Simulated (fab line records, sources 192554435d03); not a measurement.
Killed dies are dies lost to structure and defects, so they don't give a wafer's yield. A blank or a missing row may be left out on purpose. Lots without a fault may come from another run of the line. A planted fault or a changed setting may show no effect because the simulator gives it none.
fab line records | flow n5_finfet
record lots=7 wafers=21
route steps=1938 shown BEOL_M6@1239 BEOL_M8@1332 BEOL_M9@1467 BEOL_M11@1561
start_h: hours from the record's first day to the start of the lot's first wafer shown | wait_h: hours since the lot's step before | " the same as in the row above | L1.1+2: a row that stands for several wafers | - no value, or no start given | * or withheld: withheld | < > ~ a bound
route shown NAME@n: a module of which the file shows steps, and the number in the route of the first | usual: mean/standard deviation of fault-free wafers | same: alike in all rows | chamber/n: place in a boat | sites: the reading at each site | _std_site: their standard deviation | _edge_site: outer sites' mean less inner sites' | radius_mm: how far each site lies from the wafer's centre | mask NAME#n: copy n | behind: the tool/chamber that last shaped the wafer | hold: why the lot was held/for how many hours/how that ended | device: the transistor (n, p or np) that didn't switch | end of line: the same wafers' tests at the end of the route | a step without rows: its recipe alone | killed: dies lost to structure and defects at the first sort, not the wafer's yield | map: a wafer's dies, x killed, . not, _ none there
set.NAME: the setting as run; set.NAME@STEP: as run at that earlier step | model.NAME: the simulator's own value behind a step, which no gauge read
lots whose settings were changed on purpose; a table a step, a row a wafer
## steps
# step N5_BEOL_M6_TRENCH_ETCH_37
# recipe chemistry=C4F6/O2 target_depth_a=944.35 target=SiCOH_lowk time_s=31.5 ion_energy_ev=250 pressure_mtorr=30 source_w=345 bias_w=185 Ar_flow_sccm=300 C4F6_flow_sccm=10 O2_flow_sccm=10
# columns lot.wafer tool chamber start_h wait_h set.time_s model.BEOL_M6.feature_depth_nm model.etch.depth_nm
L074.2 rie_diel-04 2 - - 31.5 93.2 93.12
L074.3 " 0 " " 31.5 95.6 95.59
L074.4 " 0 " " 31.5 96.2 96.17
L078.2 rie_diel-04 2 - - 31.5 92.8 92.85
L078.3 " 3 " " 37.66 110.8 110.8
L078.5 " 3 " " 37.66 111.2 111.3
L081.1 rie_diel-01 1 - - 31.5 96.2 96.12
L081.3 " 2 " " 31.5 95.4 95.36
L081.4 " 0 " " 31.5 91 90.99
L084.1 rie_diel-02 1 - - 31.5 94.2 94.12
L084.2 " 3 " " 31.5 96.4 96.41
L084.6 " 1 " " 28.6 86 86.05
L089.2 rie_diel-02 1 - - 31.5 95.8 95.76
L089.4 " 3 " " 34.29 107.8 107.8
L089.6 " 0 " " 31.5 94.8 94.83
L091.2 rie_diel-01 2 - - 34.38 103.6 103.6
L091.3 " 1 " " 34.38 104.4 104.4
L091.5 " 2 " " 34.38 103.4 103.3
L097.1 rie_diel-02 0 - - 31.5 97.6 97.6
L097.4 " 3 " " 31.5 97.8 97.76
L097.5 " 2 " " 31.5 94.8 94.8
# step N5_BEOL_M6_ETCH_41
# recipe chemistry=CH3F/O2 target=SiCN target_depth_a=297 taper_deg=2 time_s=52 ion_energy_ev=120 mask_material=TiN pressure_mtorr=30 source_w=395 bias_w=75 Ar_flow_sccm=150 CH3F_flow_sccm=30 O2_flow_sccm=20
# step N5_BEOL_M6_STRIP_80
# recipe chemistry=N2/H2 time_s=10 power_w=450 temp_c=40 pressure_mtorr=20 rf_frequency_hz=6e+07 bias_power_w=7 n2_flow_sccm=200 h2_flow_sccm=200
# step N5_BEOL_M6_OCD_MEAS_38
# usual trench_depth_nm=94.6/1.8
# columns lot.wafer tool chamber start_h wait_h set.time_s@BEOL_M6_TRENCH_ETCH_37 trench_depth_nm
L074.2 ocd-01 - 206.31 - 31.5 92.7
L074.3 " - " " 31.5 95.4
L074.4 " - " " 31.5 95.9
L078.2 ocd-01 - 235.88 - 31.5 93.3
L078.3 " - " " 37.66 110.7
L078.5 " - " " 37.66 111.0
L081.1 ocd-01 - 242.98 - 31.5 95.6
L081.3 " - " " 31.5 95.1
L081.4 " - " " 31.5 91.6
L084.1 ocd-01 - 261.70 - 31.5 94.0
L084.2 " - " " 31.5 96.5
L084.6 " - " " 28.6 85.9
L089.2 ocd-01 - 291.11 - 31.5 95.6
L089.4 " - " " 34.29 107.9
L089.6 " - " " 31.5 94.9
L091.2 ocd-01 - 302.07 - 34.38 103.6
L091.3 " - " " 34.38 104.9
L091.5 " - " " 34.38 103.4
L097.1 ocd-02 - 379.32 - 31.5 97.2
L097.4 " - " " 31.5 97.3
L097.5 " - " " 31.5 94.2
# step N5_BEOL_M6_ALD_77
# recipe material=TaN target_thk_a=20 temp_c=275 ald_precursor_family=PDMAT ald_co_reactant=NH3 pressure_torr=3 carrier_flow_sccm=1500 pulse_time_s=2 purge_time_s=3 co_reactant_purge_time_s=2 co_reactant_pulse_time_s=3 ald_cycles=40 precursor_vessel_temp_c=75 precursor_vessel_pressure_torr=26.25 precursor_vessel_carrier_sccm=1000
# columns lot.wafer tool chamber start_h wait_h set.ald_cycles model.TaN_of_BEOL_M6_ALD_77.thk_nm
L074.2+4 ald_metal-02 1,3 207.53 0.0 38 2
L074.3 " 1 " " 40 2
L078.2+5 ald_metal-01 0,1 236.83 0.0 46 2.2
L078.3 " 2 " " 40 2
L081.1+3 ald_metal-02 0,1 244.01 0.1 34 1.8
L081.4 " 2 " " 40 2
L084.1 ald_metal-02 1 262.67 0.0 40 2
L084.2+6 " 3 " " 46 2.4
L089.2+4 ald_metal-04 1,0 291.87 0.2 34 1.8
L089.6 " 3 " " 40 2
L091.2+5 ald_metal-01 1,3 303.10 0.0 46 2.2
L091.3 " 0 " " 40 2
L097.1+4+5 ald_metal-04 0,3,3 380.08 0.0 40 2
# step N5_BEOL_M6_SURFACE_TREAT_79
# recipe gas=Ar time_s=* ion_energy_ev=* ion_current_ma_cm2=0.5 pressure_mtorr=* ar_flow_sccm=30
# step N5_BEOL_M6_CVD_78
# recipe material=Co target_thk_a=20 temp_c=withheld precursor=CCTBA/H2 pressure_torr=30 time_s=142.3
# step N5_BEOL_M6_ECD_50
# recipe material=Cu target_thk_a=3000
# step N5_BEOL_M6_ANNEAL_51
# recipe temp_c=225 time_s=90 ambient=N2
# step N5_BEOL_M6_CMP_52
# recipe stop_on=SiCOH_lowk t_overpolish_s=6.9 down_force_psi=1 platen_rpm=50 clearing_platen_down_force_psi=1.5 clearing_platen_rpm=50 post_cmp_clean=cu_alkaline target_thk_nm=80 clearing_platen_pad_velocity_m_s=0.99484 pad_velocity_m_s=0.99484
# columns lot.wafer tool chamber start_h wait_h set.time_s@BEOL_M6_TRENCH_ETCH_37 model.Cu_of_BEOL_M6_ECD_50.thk_nm
L074.2 cmp-01 1 208.73 0.2 31.5 82
L074.3 " 2 " " 31.5 82.6
L074.4 " 3 " " 31.5 83.4
L078.3 cmp-02 2 238.27 0.2 37.66 95.6
L078.2 " 0 " " 31.5 78.6
L078.5 " 2 " " 37.66 94.8
L081.4 cmp-04 0 245.40 0.1 31.5 77
L081.3 " 1 " " 31.5 80.2
L081.1 " 2 " " 31.5 82.4
L084.2 cmp-01 0 265.68 0.6 31.5 81
L084.1 " 3 " " 31.5 80.2
L084.6 " 1 " " 28.6 74.4
L089.4 cmp-02 1 294.17 0.1 34.29 93
L089.2 " 2 " " 31.5 80.2
L089.6 " 2 " " 31.5 79.4
L091.2 cmp-02 0 304.15 0.2 34.38 87.6
L091.3 " 2 " " 34.38 88
L091.5 " 1 " " 34.38 88.6
L097.1 cmp-04 0 381.40 0.3 31.5 82.2
L097.4 " 2 " " 31.5 83.8
L097.5 " 0 " " 31.5 79.6
# step N5_BEOL_M6_THK_MEAS_53
# recipe thk_meas_gauge=xrf reads=Cu_of_BEOL_M6_ECD_50
# usual M6_THK=79.6/2.3
# columns lot.wafer tool chamber start_h wait_h set.time_s@BEOL_M6_TRENCH_ETCH_37 M6_THK[nm]
L074.2 film_metro-02 - 208.98 - 31.5 82.3
L074.3 " - " " 31.5 82.5
L074.4 " - " " 31.5 83.8
L078.2 film_metro-02 - 238.57 - 31.5 77.7
L078.3 " - " " 37.66 95.0
L078.5 " - " " 37.66 94.5
L081.1 film_metro-02 - 245.69 - 31.5 83.0
L081.3 " - " " 31.5 81.1
L081.4 " - " " 31.5 77.9
L084.1 film_metro-02 - 265.98 - 31.5 80.5
L084.2 " - " " 31.5 81.4
L084.6 " - " " 28.6 74.5
L089.2 film_metro-02 - 294.46 - 31.5 80.0
L089.4 " - " " 34.29 92.2
L089.6 " - " " 31.5 78.9
L091.2 film_metro-02 - 304.45 - 34.38 88.6
L091.3 " - " " 34.38 88.9
L091.5 " - " " 34.38 89.7
L097.1 film_metro-02 - 381.69 - 31.5 82.9
L097.4 " - " " 31.5 84.4
L097.5 " - " " 31.5 80.2
# step N5_BEOL_M6_PRE_CLEAN_55
# recipe gas=NH3 time_s=15 temp_c=withheld rf_power_w=300
# step N5_BEOL_M6_DEP_56
# recipe material=SiCN target_thk_a=100 temp_c=withheld precursor=3MS/NH3 pressure_torr=3 rf_w=202 time_s=17.5
# step N5_BEOL_M6_RS_MEAS_57
# recipe thk_meas_gauge=four-point-probe reads=Cu_of_BEOL_M6_ECD_50+Co_of_BEOL_M6_CVD_78+TaN_of_BEOL_M6_ALD_77
# usual M6_RS=0.287/0.0091
# columns lot.wafer tool chamber start_h wait_h set.time_s@BEOL_M6_TRENCH_ETCH_37 M6_RS[ohm/sq]
L074.2 film_metro-02 - 209.12 0.1 31.5 0.278
L074.3 " - " " 31.5 0.276
L074.4 " - " " 31.5 0.272
L078.2 film_metro-02 - 238.70 0.1 31.5 0.292
L078.3 " - " " 37.66 0.232
L078.5 " - " " 37.66 0.235
L081.1 film_metro-01 - 245.82 0.1 31.5 0.276
L081.3 " - " " 31.5 0.285
L081.4 " - " " 31.5 0.299
L084.1 film_metro-01 - 266.11 0.1 31.5 0.284
L084.2 " - " " 31.5 0.282
L084.6 " - " " 28.6 0.312
L089.2 film_metro-02 - 294.59 0.1 31.5 0.286
L089.4 " - " " 34.29 0.240
L089.6 " - " " 31.5 0.288
L091.2 film_metro-02 - 304.58 0.1 34.38 0.257
L091.3 " - " " 34.38 0.256
L091.5 " - " " 34.38 0.254
L097.1 film_metro-02 - 381.83 0.1 31.5 0.277
L097.4 " - " " 31.5 0.271
L097.5 " - " " 31.5 0.288
# step N5_BEOL_M8_ILD_DEP_00
# recipe material=SiCOH_lowk target_thk_a=1797.5 temp_c=300 precursor=DEMS/porogen pressure_torr=5 rf_w=500 time_s=33.4
# columns lot.wafer tool chamber start_h wait_h set.time_s model.SiCOH_lowk_of_BEOL_M8_ILD_DEP_00.thk_nm
L074.2 pecvd-03 0 217.91 0.0 33.4 180.4
L074.3 " 1 " " 33.4 180.2
L074.4 " 0 " " 33.4 181.2
L078.2 pecvd-03 1 245.29 0.0 33.4 176.4
L078.3 " 0 " " 32.12 172.2
L078.5 " 0 " " 33.4 181
L081.1 pecvd-03 2 256.30 0.0 33.4 179.8
L081.3 " 0 " " 33.4 176.8
L081.4 " 2 " " 33.4 181.4
L084.1 pecvd-03 2 272.38 0.0 28.86 155.8
L084.2 " 0 " " 33.4 180.8
L084.6 " 1 " " 33.4 180.6
L089.2 pecvd-03 0 304.08 0.0 33.4 179.4
L089.4 " 0 " " 33.4 182.6
L089.6 " 1 " " 30.45 165.8
L091.2 pecvd-03 1 315.57 0.0 31.44 166.4
L091.3 " 2 " " 33.4 179
L091.5 " 0 " " 33.4 180
L097.1 pecvd-03 1 390.09 0.0 33.4 173.2
L097.4 " 2 " " 33.4 180.2
L097.5 " 0 " " 33.4 181.2
# step N5_BEOL_M8_CURE_74
# recipe temp_c=385 time_s=240 ambient=He/Ar material=SiCOH_lowk
# columns lot.wafer tool chamber start_h wait_h set.time_s@BEOL_M8_ILD_DEP_00 model.SiCOH_lowk_of_BEOL_M8_ILD_DEP_00.thk_nm
L074.2 uv_cure-03 2 218.08 0.1 33.4 155.6
L074.3 " 2 " " 33.4 155.4
L074.4 " 2 " " 33.4 156.4
L078.2 uv_cure-01 2 245.51 0.2 33.4 152.2
L078.3 " 2 " " 32.12 148.4
L078.5 " 2 " " 33.4 156.2
L081.1 uv_cure-03 1 256.36 0.0 33.4 155
L081.3 " 1 " " 33.4 152.4
L081.4 " 1 " " 33.4 156.6
L084.1 uv_cure-03 1 272.44 0.0 28.86 134.2
L084.2 " 1 " " 33.4 156
L084.6 " 1 " " 33.4 155.8
L089.2 uv_cure-01 1 304.22 0.1 33.4 154.8
L089.4 " 1 " " 33.4 157.4
L089.6 " 1 " " 30.45 142.8
L091.2 uv_cure-02 2 315.72 0.1 31.44 143.4
L091.3 " 2 " " 33.4 154.2
L091.5 " 2 " " 33.4 155.2
L097.1 uv_cure-03 0 390.15 0.0 33.4 149.4
L097.4 " 0 " " 33.4 155.4
L097.5 " 0 " " 33.4 156.2
# step N5_BEOL_M8_THK_MEAS_01
# recipe reads=SiCOH_lowk_of_BEOL_M8_ILD_DEP_00
# usual M8_ILD_THK=154.9/2.1
# columns lot.wafer tool chamber start_h wait_h set.time_s@BEOL_M8_ILD_DEP_00 M8_ILD_THK[nm]
L074.2 film_metro-01 - 218.51 0.4 33.4 155.7
L074.3 " - " " 33.4 155.4
L074.4 " - " " 33.4 156.4
L078.2 film_metro-01 - 246.34 0.7 33.4 152.1
L078.3 " - " " 32.12 148.3
L078.5 " - " " 33.4 156.1
L081.1 film_metro-01 - 256.87 0.4 33.4 155.0
L081.3 " - " " 33.4 152.3
L081.4 " - " " 33.4 156.5
L084.1 film_metro-02 - 272.95 0.4 28.86 134.1
L084.2 " - " " 33.4 155.9
L084.6 " - " " 33.4 155.9
L089.2 film_metro-02 - 304.67 0.4 33.4 154.8
L089.4 " - " " 33.4 157.4
L089.6 " - " " 30.45 142.9
L091.2 film_metro-01 - 316.15 0.4 31.44 143.4
L091.3 " - " " 33.4 154.3
L091.5 " - " " 33.4 155.0
L097.1 film_metro-01 - 390.66 0.4 33.4 149.4
L097.4 " - " " 33.4 155.5
L097.5 " - " " 33.4 156.1
# step N5_BEOL_M8_PECVD_70
# recipe material=SiO2 target_thk_a=200 temp_c=400 precursor=TEOS/O2 pressure_torr=5.5 rf_w=450 teos_flow_sccm=53.8 gas=O2 flow_sccm=3000 time_s=22.7
# columns lot.wafer tool chamber start_h wait_h set.temp_c model.SiO2_of_BEOL_M8_PECVD_70.thk_nm
L074.2 pecvd-01 2 218.55 0.0 400 20
L074.3 " 1 " " 400 19.8
L074.4 " 2 " " 400 20.2
L078.2 pecvd-02 0 246.38 0.0 400 20
L078.3 " 2 " " 400 19.8
L078.5 " 1 " " 409.6 18.4
L081.1 pecvd-02 1 256.91 0.0 400 19.4
L081.3+4 " 0,1 " " 400 19.8
L084.1 pecvd-02 0 272.99 0.0 400 19.8
L084.2 " 1 " " 391.5 20.6
L084.6 " 2 " " 400 20.4
L089.2 pecvd-01 1 304.71 0.0 400 19.8
L089.4 " 2 " " 400 20.4
L089.6 " 0 " " 400 20
L091.2 pecvd-01 2 316.19 0.0 411.6 18.2
L091.3 " 0 " " 400 19.8
L091.5 " 2 " " 411.6 18.6
L097.1+5 pecvd-03 0,1 390.70 0.0 400 20
L097.4 " 2 " " 400 20.2
# step N5_BEOL_M8_TRENCH_ETCH_37
# recipe chemistry=C4F6/O2 target_depth_a=934.78 target=SiCOH_lowk time_s=31.2 ion_energy_ev=250 pressure_mtorr=30 source_w=345 bias_w=185 Ar_flow_sccm=300 C4F6_flow_sccm=10 O2_flow_sccm=10
# usual rf_vpp_V=664/11
# columns lot.wafer tool chamber start_h wait_h set.bias_w rf_vpp_V
L074.2 rie_diel-02 0 - - 197.2 689
L074.3 " 2 " " 197.2 673
L074.4 " 1 " " 185 665
L078.2 rie_diel-04 2 - - 185 655
L078.3 " 3 " " 185 660
L078.5 " 0 " " 185 681
L081.1 rie_diel-04 3 - - 173.1 626
L081.3 " 1 " " 185 642
L081.4 " 2 " " 185 651
L084.1 rie_diel-02 1 - - 185 664
L084.2 " 3 " " 185 667
L084.6 " 0 " " 174.4 625
L089.2 rie_diel-01 1 - - 185 673
L089.4 " 3 " " 185 658
L089.6 " 0 " " 185 677
L091.2 rie_diel-01 1 - - 154.3 582
L091.3 " 2 " " 185 683
L091.5 " 1 " " 185 672
L097.1 rie_diel-04 0 - - 185 679
L097.4 " 2 " " 185 652
L097.5 " 3 " " 185 660
# step N5_BEOL_M8_ETCH_41
# recipe chemistry=CH3F/O2 target=SiCN target_depth_a=319 taper_deg=2 time_s=57.8 ion_energy_ev=120 mask_material=TiN pressure_mtorr=30 source_w=395 bias_w=75 Ar_flow_sccm=150 CH3F_flow_sccm=30 O2_flow_sccm=20
# step N5_BEOL_M8_STRIP_80
# recipe chemistry=N2/H2 time_s=10 power_w=450 temp_c=40 pressure_mtorr=20 rf_frequency_hz=6e+07 bias_power_w=7 n2_flow_sccm=200 h2_flow_sccm=200
# step N5_BEOL_M8_HM_STRIP_39
# recipe chemistry=peroxide_tin_strip material=TiN target_depth_a=250 temp_c=50 time_s=158
# columns lot.wafer tool chamber start_h wait_h set.temp_c@BEOL_M8_PECVD_70 model.SiO2_of_BEOL_M8_PECVD_70.thk_nm
L074.2+3 wet_bench-01 0,1 223.20 0.0 400 19.8
L074.4 " 5 " " 400 20
L078.2 wet_bench-03 7 254.72 0.0 400 19.8
L078.3 " 0 " " 400 19.6
L078.5 " 1 " " 409.6 18.2
L081.1 wet_bench-02 1 261.45 0.0 400 19.2
L081.3+4 " 4,0 " " 400 19.6
L084.1 wet_bench-01 6 275.60 0.0 400 19.6
L084.2 " 4 " " 391.5 20.4
L084.6 " 7 " " 400 20.2
L089.2 wet_bench-01 3 312.58 0.0 400 19.6
L089.4 " 1 " " 400 20.2
L089.6 " 5 " " 400 19.8
L091.2 wet_bench-03 1 321.50 0.0 411.6 18.2
L091.3 " 6 " " 400 19.6
L091.5 " 4 " " 411.6 18.4
L097.1+5 wet_bench-01 7,3 395.25 0.0 400 19.8
L097.4 " 4 " " 400 20
# step N5_BEOL_M9_DEP_56
# recipe material=SiCN target_thk_a=150 temp_c=withheld precursor=3MS/NH3 pressure_torr=3 rf_w=202 time_s=26.5
# columns lot.wafer tool chamber start_h wait_h set.time_s model.SiCN_of_BEOL_M9_DEP_56.thk_nm
L074.2 pecvd-02 2 234.93 0.0 26.5 14.8
L074.3+4 " 2,1 " " 26.5 15.2
L078.2 pecvd-03 1 267.92 0.0 26.5 14.8
L078.3 " 2 " " 26.5 14.6
L078.5 " 1 " " 26.5 15.2
L081.1+4 pecvd-02 1,0 272.69 0.0 26.5 15.2
L081.3 " 2 " " 26.5 15
L084.1 pecvd-02 0 287.69 0.0 29.35 16
L084.2 " 1 " " 26.5 14.8
L084.6 " 2 " " 29.35 16.4
L089.2 pecvd-03 0 324.19 0.0 28.12 16.4
L089.4 " 0 " " 26.5 15.6
L089.6 " 1 " " 26.5 15.8
L091.2 pecvd-04 2 332.85 0.0 26.5 14.8
L091.3+5 " 0,2 " " 26.5 15
L097.1 pecvd-02 0 409.18 0.0 26.5 15
L097.4+5 " 2,1 " " 26.5 15.2
# step N5_BEOL_M11_COAT_64
# recipe resist=SiARC temp_c=220 time_s=60 spin_rpm=1500 resist_thk_nm=30
# columns lot.wafer tool chamber start_h wait_h set.spin_rpm model.SiARC_of_BEOL_M11_COAT_64.thk_nm
L074.2+4 litho_track-02 0 - - 1500 30
L074.3 " 0 " " 1661 28.6
L078.2 litho_track-02 0 - - 1419 30.8
L078.3+5 " 0 " " 1500 30
L081.1+4 litho_track-04 0 - - 1500 30
L081.3 " 0 " " 1401 31
L084.1+2 litho_track-02 0 - - 1500 30
L084.6 " 0 " " 1552 29.6
L089.2+4+6 litho_track-04 0 - - 1500 30
L091.2+3 litho_track-02 0 - - 1376 31.4
L091.5 " 0 " " 1500 30.2
L097.1+4+5 litho_track-05 0 - - 1500 30
## key
split step=N5_BEOL_M6_TRENCH_ETCH_37 setting=time_s stated=31.5 by=wafer
response step=N5_BEOL_M6_TRENCH_ETCH_37 reading=model.BEOL_M6.feature_depth_nm change=+1.01 per=1% r=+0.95
response step=N5_BEOL_M6_TRENCH_ETCH_37 reading=model.etch.depth_nm change=+1.01 per=1% r=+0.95
response step=N5_BEOL_M6_OCD_MEAS_38 reading=trench_depth_nm change=+0.993 per=1% r=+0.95
response step=N5_BEOL_M6_CMP_52 reading=model.Cu_of_BEOL_M6_ECD_50.thk_nm change=+0.914 per=1% r=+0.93
response step=N5_BEOL_M6_THK_MEAS_53 reading=M6_THK change=+0.926 per=1% r=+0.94
response step=N5_BEOL_M6_RS_MEAS_57 reading=M6_RS change=-0.00334 per=1% r=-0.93
split step=N5_BEOL_M6_ALD_77 setting=ald_cycles stated=40 by=wafer
response step=N5_BEOL_M6_ALD_77 reading=model.TaN_of_BEOL_M6_ALD_77.thk_nm change=+0.0157 per=1% r=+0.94
split step=N5_BEOL_M8_ILD_DEP_00 setting=time_s stated=33.4 by=wafer
response step=N5_BEOL_M8_ILD_DEP_00 reading=model.SiCOH_lowk_of_BEOL_M8_ILD_DEP_00.thk_nm change=+1.84 per=1% r=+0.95
response step=N5_BEOL_M8_CURE_74 reading=model.SiCOH_lowk_of_BEOL_M8_ILD_DEP_00.thk_nm change=+1.61 per=1% r=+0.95
response step=N5_BEOL_M8_THK_MEAS_01 reading=M8_ILD_THK change=+1.61 per=1% r=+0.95
split step=N5_BEOL_M8_PECVD_70 setting=temp_c stated=400 by=wafer
response step=N5_BEOL_M8_PECVD_70 reading=model.SiO2_of_BEOL_M8_PECVD_70.thk_nm change=-0.467 per=1% r=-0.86
response step=N5_BEOL_M8_HM_STRIP_39 reading=model.SiO2_of_BEOL_M8_PECVD_70.thk_nm change=-0.451 per=1% r=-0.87
split step=N5_BEOL_M8_TRENCH_ETCH_37 setting=bias_w stated=185 by=wafer
response step=N5_BEOL_M8_TRENCH_ETCH_37 reading=rf_vpp_V change=+5.24 per=1% r=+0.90
split step=N5_BEOL_M9_DEP_56 setting=time_s stated=26.5 by=wafer
response step=N5_BEOL_M9_DEP_56 reading=model.SiCN_of_BEOL_M9_DEP_56.thk_nm change=+0.126 per=1% r=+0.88
split step=N5_BEOL_M11_COAT_64 setting=spin_rpm stated=1500 by=wafer
response step=N5_BEOL_M11_COAT_64 reading=model.SiARC_of_BEOL_M11_COAT_64.thk_nm change=-0.139 per=1% r=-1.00
